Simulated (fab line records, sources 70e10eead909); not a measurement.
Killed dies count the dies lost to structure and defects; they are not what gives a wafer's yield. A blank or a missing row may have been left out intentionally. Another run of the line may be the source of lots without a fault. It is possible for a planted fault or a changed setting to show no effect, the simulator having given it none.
Check for tools in common :: flow nandHarc :: Lots sampled 6, wafers sampled 18

== REASON IT WAS OPENED ==
At NHARC_END_SORT_01 the reading killedAtArray is flagged on 3 of 6 lots. No-fault wafers: 28, standard deviation 11.
Rule: a lot is flagged in two cases, either no wafer of it has a number, or all its wafers with numbers fall more than 4 standard deviations from that mean. All remaining lots are regarded as sound.

lot: L543
measured: day 20 19:49
on: prober-01
killedAtArray, wafer by wafer: 674 674 676
flag: FLAGGED

lot: L540
measured: day 21 00:24
on: prober-02
killedAtArray, wafer by wafer: 673 675 676
flag: FLAGGED

lot: L544
measured: day 21 11:10
on: prober-01
killedAtArray, wafer by wafer: 676 676 677
flag: FLAGGED

lot: L550
measured: day 23 04:35
on: prober-01
killedAtArray, wafer by wafer: 23 30 20
flag: 

lot: L551
measured: day 23 16:34
on: prober-02
killedAtArray, wafer by wafer: 25 23 30
flag: 

lot: L559
measured: day 24 20:50
on: prober-01
killedAtArray, wafer by wafer: 29 30 27
flag: 
On average the flagged lots' numbers are 675, which is +647 against the usual, or +59 standard deviations.

== LOT BY LOT: THE TOOL USED ==
Before the reading, the record contains 4 process steps out of a 1159-step route. Cell contents, in order: the tool; ch with the chambers the sampled wafers went through; the start.
lot: L543
flag: FLAGGED
NHARC_A_CONTACT_DESCUM_74: rieDiel-07 ch 0,2,3, day 18 08:01
NHARC_A_CONTACT_ETCH_77: rieDiel-07 ch 0,3, day 18 09:22 or earlier
NHARC_A_CONTACT_ETCH_125: harCapEtch-02 ch 0,1, day 18 09:22
NHARC_A_CONTACT_ETCH_97: rieDiel-01 ch 0,1, day 18 11:10

lot: L540
flag: FLAGGED
NHARC_A_CONTACT_DESCUM_74: rieDiel-07 ch 0,3, day 18 09:34
NHARC_A_CONTACT_ETCH_77: rieDiel-07 ch 0,2, day 18 10:55 or earlier
NHARC_A_CONTACT_ETCH_125: harCapEtch-01 ch 0,1, day 18 10:55
NHARC_A_CONTACT_ETCH_97: rieDiel-01 ch 0,2,3, day 18 12:44

lot: L544
flag: FLAGGED
NHARC_A_CONTACT_DESCUM_74: rieDiel-07 ch 0,2,3, day 18 22:49
NHARC_A_CONTACT_ETCH_77: rieDiel-07 ch 0,2,3, day 19 00:08 or earlier
NHARC_A_CONTACT_ETCH_125: harCapEtch-01 ch 0,1, day 19 00:08
NHARC_A_CONTACT_ETCH_97: rieDiel-07 ch 1,2,3, day 19 01:58

lot: L550
flag: 
NHARC_A_CONTACT_DESCUM_74: rieDiel-01 ch 0,1,2, day 20 14:43
NHARC_A_CONTACT_ETCH_77: rieDiel-01 ch 1,3, day 20 16:29 or earlier
NHARC_A_CONTACT_ETCH_125: harCapEtch-02 ch 0,1, day 20 16:29
NHARC_A_CONTACT_ETCH_97: rieDiel-01 ch 0,2, day 20 18:19

lot: L551
flag: 
NHARC_A_CONTACT_DESCUM_74: rieDiel-08 ch 0,1,3, day 20 18:18
NHARC_A_CONTACT_ETCH_77: rieDiel-08 ch 0,2, day 20 20:02 or earlier
NHARC_A_CONTACT_ETCH_125: harCapEtch-02 ch 0,1, day 20 20:02
NHARC_A_CONTACT_ETCH_97: rieDiel-01 ch 1,2,3, day 20 21:53

lot: L559
flag: 
NHARC_A_CONTACT_DESCUM_74: rieDiel-07 ch 1,2,3, day 22 14:26
NHARC_A_CONTACT_ETCH_77: rieDiel-07 ch 0,2,3, day 22 15:58 or earlier
NHARC_A_CONTACT_ETCH_125: harCapEtch-02 ch 0,1, day 22 15:58
NHARC_A_CONTACT_ETCH_97: rieDiel-01 ch 1,2, day 22 17:46
These steps, and what they do:
- NHARC_A_CONTACT_DESCUM_74: chemistry O2, time 3 s.
- NHARC_A_CONTACT_ETCH_77: etches the open film in CF4/CHF3, target depth 72.6 nm, time 36.3 s.
- NHARC_A_CONTACT_ETCH_125: etches the open film in C4F8/O2/Ar, time 155 s, target depth 956 nm.
- NHARC_A_CONTACT_ETCH_97: etches the open film in C4F6/O2, target depth 20 nm, time 10 s.
- NHARC_END_SORT_01

== FLAGGED OVER TOTAL, TOOL BY TOOL (the gauges that took the reading come last) ==
step: NHARC_A_CONTACT_DESCUM_74
tool: rieDiel-01
lots run: 1
flagged: 0
share of the flagged lots: none
sound lots run after its first flagged lot: -

step: NHARC_A_CONTACT_DESCUM_74
tool: rieDiel-07
lots run: 4
flagged: 3
share of the flagged lots: all
sound lots run after its first flagged lot: 1 (L559)

step: NHARC_A_CONTACT_DESCUM_74
tool: rieDiel-08
lots run: 1
flagged: 0
share of the flagged lots: none
sound lots run after its first flagged lot: -

step: NHARC_A_CONTACT_ETCH_77
tool: rieDiel-01
lots run: 1
flagged: 0
share of the flagged lots: none
sound lots run after its first flagged lot: -

step: NHARC_A_CONTACT_ETCH_77
tool: rieDiel-07
lots run: 4
flagged: 3
share of the flagged lots: all
sound lots run after its first flagged lot: 1 (L559)

step: NHARC_A_CONTACT_ETCH_77
tool: rieDiel-08
lots run: 1
flagged: 0
share of the flagged lots: none
sound lots run after its first flagged lot: -

step: NHARC_A_CONTACT_ETCH_125
tool: harCapEtch-01
lots run: 2
flagged: 2
share of the flagged lots: some
sound lots run after its first flagged lot: 0

step: NHARC_A_CONTACT_ETCH_125
tool: harCapEtch-02
lots run: 4
flagged: 1
share of the flagged lots: some
sound lots run after its first flagged lot: 3 (L550,L551,L559)

step: NHARC_A_CONTACT_ETCH_97
tool: rieDiel-01
lots run: 5
flagged: 2
share of the flagged lots: some
sound lots run after its first flagged lot: 3 (L550,L551,L559)

step: NHARC_A_CONTACT_ETCH_97
tool: rieDiel-07
lots run: 1
flagged: 1
share of the flagged lots: some
sound lots run after its first flagged lot: 0

step: NHARC_END_SORT_01
tool: prober-01
lots run: 4
flagged: 2
share of the flagged lots: some
sound lots run after its first flagged lot: 2 (L550,L559)

step: NHARC_END_SORT_01
tool: prober-02
lots run: 2
flagged: 1
share of the flagged lots: some
sound lots run after its first flagged lot: 1 (L551)
With no start given for some of its lots, NHARC_A_CONTACT_ETCH_77 uses the hours and lot order of NHARC_A_CONTACT_ETCH_125.

== THE TABLE: WHAT IT ALLOWS ==
In 2 table rows, all flagged lots were run: rieDiel-07 (NHARC_A_CONTACT_DESCUM_74), rieDiel-07 (NHARC_A_CONTACT_ETCH_77).
- rieDiel-07 at NHARC_A_CONTACT_DESCUM_74: 3 of its 4 lots flagged. Sound lots ran on it after the first flagged one (L559), which a lasting fault on the whole tool wouldn't allow.
- rieDiel-07 at NHARC_A_CONTACT_ETCH_77: 3 of its 4 lots flagged. Sound lots ran on it after the first flagged one (L559), which a lasting fault on the whole tool wouldn't allow.
None of the table's rows ran every flagged lot and, after the first, no sound lot.

== WHAT THE SIMULATOR HAD INSERTED ==
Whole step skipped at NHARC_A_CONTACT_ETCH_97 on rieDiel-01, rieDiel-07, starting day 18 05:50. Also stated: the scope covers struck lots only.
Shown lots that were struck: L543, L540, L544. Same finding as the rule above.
